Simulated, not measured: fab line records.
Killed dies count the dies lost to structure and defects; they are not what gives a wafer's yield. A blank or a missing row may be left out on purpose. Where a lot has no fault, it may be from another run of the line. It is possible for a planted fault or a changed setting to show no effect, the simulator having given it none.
Problem report in the 8D (eight disciplines) form, filled by code | flow n5_finfet | the parts of the form that need people (team, actions taken, sign-off) are left out

## 1. WHAT WENT WRONG
RS_NWELL at N5_BEOL_M4_RC_MEAS_101 reads a mean of 1138 ohm/sq on 6 wafers of 2 lots; wafers without a fault read 1037 ohm/sq with a standard deviation of 5.8. Measured from the usual mean, that is +18 standard deviations.
Seen first at day 12 15:52 on prober-02, wafer L173.2. Wafers with a number at this step in the record: 30, from 10 lots. By rule, "out" or "out of limits" means more than 4 standard deviations away from the usual mean. Any other wafer with a number is counted as sound.

## 2. WHAT IT IS, AND WHAT IT ISN'T
question                    | is                     | is not
which readings at this step | RS_NWELL               | DIBL_N, DIBL_P, IOFF_N, ION_N
which lots                  | L173, L174             | L157, L161, L163, L168, L172, L176, L178, L179
which wafers of those lots  | all that have a number | -
read on which gauges        | prober-01, prober-02   | -
when                        | from day 12 15:52      | up to then (15 sound wafers); but 9 sound wafers of L176, L178, L179 came after

## 3. THE SUSPECTS, EACH WITH WHAT RULES IT OUT
Counting: any tool at a process step up to the reading is kept as a suspect provided that every lot that is out went through it and no sound lot did after the first of them.
- ruled out: the gauge at N5_BEOL_M4_RC_MEAS_101. 2 gauges (prober-01, prober-02) read the wafers that are out.
- implanter-02 at N5_WELL_APT_IMPLANT_14: kept. Every lot that is out went through it, starting with L173 (day 5 20:13), and after that it ran no sound lot; the last sound lot it ran before then is L172 (day 5 14:26). On those wafers its own readings are out: dose_ions_cm2, faraday_current_uA.
- rtp_anneal-02 at N5_WELL_APT_RTA_34 (time 10 s): ruled out as a lasting fault. After its first lot that is out, L173 (day 5 22:01), sound lots L176, L179 ran on it.
After counting, what remains is implanter-02 at N5_WELL_APT_IMPLANT_14.

## 4. THE CAUSE (what the simulator had put in)
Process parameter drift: implanter-02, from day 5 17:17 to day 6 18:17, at N5_WELL_APT_IMPLANT_14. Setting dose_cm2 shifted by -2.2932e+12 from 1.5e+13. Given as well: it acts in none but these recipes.
Counting left only this tool.

## 5. THE CHAIN OF EFFECTS, in route order
Each row: a reading whose mean over the struck wafers that have a number lies more than 3 standard deviations from the usual. Only readings whose record carries a usual standard deviation are examined. hours: median over the lots of the time between each lot's start at the first step of this table that gives one and its start at this step. sigmas: the change, counted in usual standard deviations.
hours | step                   | reading            | usual       | on struck wafers | change      | sigmas
0     | N5_WELL_APT_IMPLANT_14 | dose_ions_cm2      | 1.5002e+13  | 1.2698e+13       | -2.3045e+12 | -99 or more
0     | N5_WELL_APT_IMPLANT_14 | faraday_current_uA | 190         | 160              | -30         | -8.3
177   | N5_BEOL_M4_RC_MEAS_101 | RS_NWELL           | 1037 ohm/sq | 1138             | +102        | +18
Process steps it contains:
- N5_WELL_APT_IMPLANT_14

## 6. HOW IT WOULD HAVE BEEN CAUGHT EARLIER
167 hours passed between the start of the fault at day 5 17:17 and the first reading out of limits at a measuring or inspecting step in this record, taken at day 12 15:52.
At N5_WELL_APT_IMPLANT_14, the tool's own readings (dose_ions_cm2, faraday_current_uA) were out on each struck wafer the step has a row for, so an alarm limit on them would have fired on the first such wafer.
By day 12 15:52, every lot that is out (2) had started N5_WELL_APT_IMPLANT_14 on implanter-02. None of them would have been spared by holding the tool at that moment.
